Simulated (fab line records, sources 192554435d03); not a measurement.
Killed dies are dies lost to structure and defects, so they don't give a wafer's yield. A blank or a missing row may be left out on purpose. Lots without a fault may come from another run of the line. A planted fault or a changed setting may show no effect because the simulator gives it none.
Which tool did it? | flow n5_finfet | 10 lots, 30 wafers sampled, at 6 steps of a route of 1938

WHAT THE GAUGES READ, wafer by wafer
N5_FIN_CUT_CD_MEAS_08: target cd 29.1 nm. Usual: cd_nm 29.11 nm, standard deviation 0.21.
lot  | measured    | on        | cd_nm (nm)        | flag
L797 | day 2 05:19 | cd_sem-03 | 29.27 29.50 28.91 |
L798 | day 2 09:26 | cd_sem-02 | 29.27 29.05 28.99 |
L799 | day 2 14:26 | cd_sem-03 | 29.37 28.94 28.80 |
L801 | day 3 03:48 | cd_sem-02 | 28.82 29.27 28.77 |
L802 | day 3 09:08 | cd_sem-02 | 29.22 29.01 29.23 |
L803 | day 3 19:29 | cd_sem-02 | 28.93 28.97 29.24 |
L805 | day 4 03:23 | cd_sem-01 | 29.05 29.12 29.52 |
L806 | day 4 09:21 | cd_sem-01 | 29.33 28.89 29.04 |
L808 | day 4 20:46 | cd_sem-02 | 28.96 29.02 29.21 |
L818 | day 7 10:38 | cd_sem-01 | 28.89 29.19 29.00 |

N5_STI_FIN_REVEAL_INSPECT_13: inspects for defects (darkfield). Usual: raw_defect_count 13, standard deviation 6.3.
lot  | measured    | on                | raw_defect_count | flag
L797 | day 2 15:49 | defect_inspect-02 | 19 7 6           |
L798 | day 2 19:19 | defect_inspect-02 | 16 13 10         |
L799 | day 3 01:13 | defect_inspect-01 | 6 22 21          |
L801 | day 3 13:35 | defect_inspect-01 | 12 14 10         |
L802 | day 3 19:10 | defect_inspect-01 | 21 15 16         |
L803 | day 4 05:27 | defect_inspect-01 | 8 6 9            |
L805 | day 4 13:24 | defect_inspect-02 | 13 12 8          |
L806 | day 4 19:41 | defect_inspect-01 | 10 10 5          |
L808 | day 5 06:47 | defect_inspect-02 | 14 9 7           |
L818 | day 7 20:30 | defect_inspect-01 | 304 15 15        | OFF

N5_DUMMY_GATE_THK_MEAS_05. Usual: thk_nm 72.0 nm, standard deviation 0.96.
lot  | measured    | on            | thk_nm (nm)    | flag
L797 | day 2 21:52 | film_metro-01 | 70.4 72.1 71.7 |
L798 | day 3 02:51 | film_metro-02 | 72.4 73.2 73.7 |
L799 | day 3 05:46 | film_metro-01 | 71.5 71.7 71.7 |
L801 | day 3 17:47 | film_metro-02 | 72.5 70.2 70.9 |
L802 | day 4 01:10 | film_metro-01 | 72.6 72.4 72.2 |
L803 | day 4 09:38 | film_metro-01 | 73.7 73.7 72.6 |
L805 | day 4 17:35 | film_metro-02 | 73.9 71.5 72.0 |
L806 | day 5 00:08 | film_metro-01 | 71.0 71.4 71.2 |
L808 | day 5 10:59 | film_metro-01 | 71.9 71.9 72.7 |
L818 | day 8 01:12 | film_metro-02 | 72.4 72.8 72.8 |

N5_BEOL_M4_RC_MEAS_101. Usual: DIBL_N 36.2 mV/V, standard deviation 1.2; DIBL_P 36.3 mV/V, standard deviation 1.3; IOFF_N 0.155 nA/um, standard deviation 0.019; IOFF_P 0.210 nA/um, standard deviation 0.029; ION_N 677 uA/um, standard deviation 8.6; ION_P 465 uA/um, standard deviation 6.8; SS_N 71.4 mV/dec, standard deviation 0.48; SS_P 73.2 mV/dec, standard deviation 0.53; VT_N 249.9 mV, standard deviation 2.4; VT_P -250 mV, standard deviation 3.2.
lot  | measured     | on        | DIBL_N (mV/V)  | DIBL_P (mV/V)  | IOFF_N (nA/um)    | IOFF_P (nA/um)    | ION_N (uA/um) | ION_P (uA/um) | SS_N (mV/dec)  | SS_P (mV/dec)  | VT_N (mV)         | VT_P (mV)      | flag
L797 | day 7 14:26  | prober-02 | 36.5 36.3 37.5 | 36.8 36.4 37.9 | 0.157 0.153 0.178 | 0.199 0.198 0.220 | 672 673 685   | 464 459 469   | 71.7 71.1 71.9 | 72.9 73.6 72.6 | 250.5 251.6 249.3 | -252 -250 -250 |
L798 | day 8 08:42  | prober-01 | 35.3 36.7 34.3 | 36.5 38.1 35.1 | 0.138 0.162 0.116 | 0.190 0.215 0.163 | 682 675 674   | 470 464 460   | 70.8 72.0 70.3 | 73.2 73.5 72.9 | 250.0 250.2 257.5 | -251 -249 -254 |
L799 | day 7 20:34  | prober-02 | 35.9 35.5 35.7 | 36.3 36.4 36.2 | 0.161 0.155 0.155 | 0.233 0.227 0.229 | 680 690 681   | 471 476 472   | 71.5 70.4 70.8 | 73.6 72.9 73.7 | 247.7 246.8 246.7 | -247 -247 -248 |
L801 | day 9 07:53  | prober-02 | 35.7 37.4 37.0 | 36.0 38.4 37.4 | 0.144 0.182 0.166 | 0.215 0.245 0.222 | 671 678 666   | 463 469 464   | 71.6 70.9 71.0 | 73.4 74.0 73.7 | 251.6 246.6 249.5 | -249 -247 -248 |
L802 | day 9 14:22  | prober-02 | 37.6 37.2 36.1 | 37.0 36.6 35.7 | 0.164 0.149 0.144 | 0.198 0.181 0.183 | 679 673 674   | 458 457 465   | 71.6 71.4 71.0 | 73.7 74.1 73.3 | 248.7 252.1 251.6 | -252 -253 -251 |
L803 | day 10 00:17 | prober-02 | 35.7 34.8 33.7 | 36.7 35.9 34.1 | 0.176 0.147 0.128 | 0.239 0.219 0.190 | 682 680 681   | 470 474 467   | 71.8 70.9 70.7 | 72.9 74.0 73.0 | 251.2 250.3 250.1 | -250 -252 -250 |
L805 | day 10 17:23 | prober-02 | 35.4 36.1 35.5 | 35.1 35.5 35.5 | 0.155 0.165 0.158 | 0.235 0.245 0.257 | 679 683 671   | 473 477 474   | 71.8 71.8 71.6 | 73.3 73.4 73.4 | 247.3 248.0 248.7 | -246 -244 -244 |
L806 | day 10 08:52 | prober-01 | 37.3 35.2 35.7 | 38.1 36.1 36.5 | 0.192 0.156 0.164 | 0.255 0.230 0.228 | 688 674 676   | 467 461 467   | 71.8 71.5 71.1 | 74.0 73.6 72.9 | 248.3 248.8 248.3 | -245 -245 -249 |
L808 | day 11 13:34 | prober-01 | 35.5 37.7 35.9 | 35.8 37.8 35.3 | 0.165 0.204 0.152 | 0.222 0.267 0.218 | 687 678 678   | 467 470 469   | 71.0 71.8 71.9 | 73.1 73.8 73.3 | 245.4 246.3 252.4 | -249 -248 -250 |
L818 | day 13 20:10 | prober-02 | 37.6 37.3 37.2 | 36.5 37.1 36.3 | 0.155 0.156 0.147 | 0.207 0.218 0.203 | 665 680 671   | 457 465 467   | 71.7 71.6 71.3 | 72.6 72.3 73.1 | 250.2 250.3 250.7 | -250 -249 -249 |

WHICH TOOL RAN EACH LOT (tool, then ch and the chambers of the sampled wafers, then the start)
lot  | N5_FIN_CUT_STRIP_22               | N5_STI_FIN_REVEAL_STRIP_35
L797 | rie_diel-06 ch 1,2,3, day 2 06:11 | wet_bench-06 ch 0,6,7, day 2 15:28
L798 | rie_diel-03 ch 0,1,3, day 2 10:19 | wet_bench-06 ch 0,1,2, day 2 18:59
L799 | rie_diel-06 ch 1,3, day 2 15:21   | wet_bench-06 ch 3,4,5, day 3 00:52
L801 | rie_diel-05 ch 0,2,3, day 3 04:43 | wet_bench-03 ch 2,3,4, day 3 13:14
L802 | rie_diel-05 ch 1,2, day 3 10:10   | wet_bench-05 ch 5,6,7, day 3 18:49
L803 | rie_diel-06 ch 0,1,3, day 3 20:33 | wet_bench-05 ch 1,4,7, day 4 05:05
L805 | rie_diel-05 ch 0,3, day 4 04:26   | wet_bench-06 ch 0,1,7, day 4 13:04
L806 | rie_diel-03 ch 1,3, day 4 10:13   | wet_bench-05 ch 2,5,6, day 4 19:20
L808 | rie_diel-03 ch 0,1,3, day 4 21:40 | wet_bench-06 ch 4,6,7, day 5 06:26
L818 | rie_diel-03 ch 1,2, day 7 11:31   | wet_bench-06 ch 3,4,5, day 7 20:10
- N5_FIN_CUT_STRIP_22: strips in N2/H2.
- N5_STI_FIN_REVEAL_STRIP_35: strips Si3N4 in H3PO4, target depth 4 nm, time 39 s.

WHAT THE TOOLS THEMSELVES READ (means of the sampled wafers that have a number; where no wafer has one, the mark that the record gives instead)
N5_FIN_CUT_STRIP_22. Usual: drypump_motor_current_A 5.5 A, standard deviation 0.4; oes_product_au 0.78 a.u., standard deviation 0.074; rf_vpp_V 54.1 V, standard deviation 2.2; showerhead_plenum_p_Torr 3.35 Torr, standard deviation 0.069; throttle_valve_pct 18.87 %, standard deviation 0.27.
lot  | tool        | drypump_motor_current_A (A) | oes_product_au (a.u.) | rf_vpp_V (V) | showerhead_plenum_p_Torr (Torr) | throttle_valve_pct (%) | flag
L797 | rie_diel-06 | 5.6                         | 0.77                  | 50.7         | 3.31                            | 18.98                  |
L798 | rie_diel-03 | 5.6                         | 0.79                  | 53.4         | 3.38                            | 18.89                  |
L799 | rie_diel-06 | 5.6                         | 0.71                  | 53.7         | 3.23                            | 19.11                  |
L801 | rie_diel-05 | 5.4                         | 0.81                  | 53.4         | 3.38                            | 18.85                  |
L802 | rie_diel-05 | 5.2                         | 0.91                  | 53.5         | 3.33                            | 18.63                  |
L803 | rie_diel-06 | 5.5                         | 0.72                  | 53.8         | 3.28                            | 19.10                  |
L805 | rie_diel-05 | 5.1                         | 0.72                  | 55.2         | 3.35                            | 18.84                  |
L806 | rie_diel-03 | 5.3                         | 0.84                  | 54.3         | 3.40                            | 18.85                  |
L808 | rie_diel-03 | 5.6                         | 0.77                  | 54.2         | 3.37                            | 18.91                  |
L818 | rie_diel-03 | 5.3                         | 0.78                  | 55.0         | 3.41                            | 18.70                  |

THE ANSWER, worked out from the rows above alone
Rule: a lot is off if the mean of its wafers that have a number lies more than 3 standard deviations from the usual mean. A lot without any number at a reading at which 4 lots or more have one is off too. The other lots that the step has rows for count as sound. The gauges are gone through in route order, then the tools' own readings, and for those a lot's mean is taken as printed above. The first step at which some lot is off is used, and at that step the reading that is off furthest; a lot without a number counts as furthest.
Off: L818, at N5_STI_FIN_REVEAL_INSPECT_13 (raw_defect_count).
A tool fits if, at a process step before that reading, it ran every lot that is off, and no sound lot after the first of them. The gauges at N5_STI_FIN_REVEAL_INSPECT_13 are tried like those tools. Can't be told from this: 3 tools fit, rie_diel-03 at N5_FIN_CUT_STRIP_22, wet_bench-06 at N5_STI_FIN_REVEAL_STRIP_35, defect_inspect-01 at N5_STI_FIN_REVEAL_INSPECT_13.

WHAT THE SIMULATOR HAD PUT IN
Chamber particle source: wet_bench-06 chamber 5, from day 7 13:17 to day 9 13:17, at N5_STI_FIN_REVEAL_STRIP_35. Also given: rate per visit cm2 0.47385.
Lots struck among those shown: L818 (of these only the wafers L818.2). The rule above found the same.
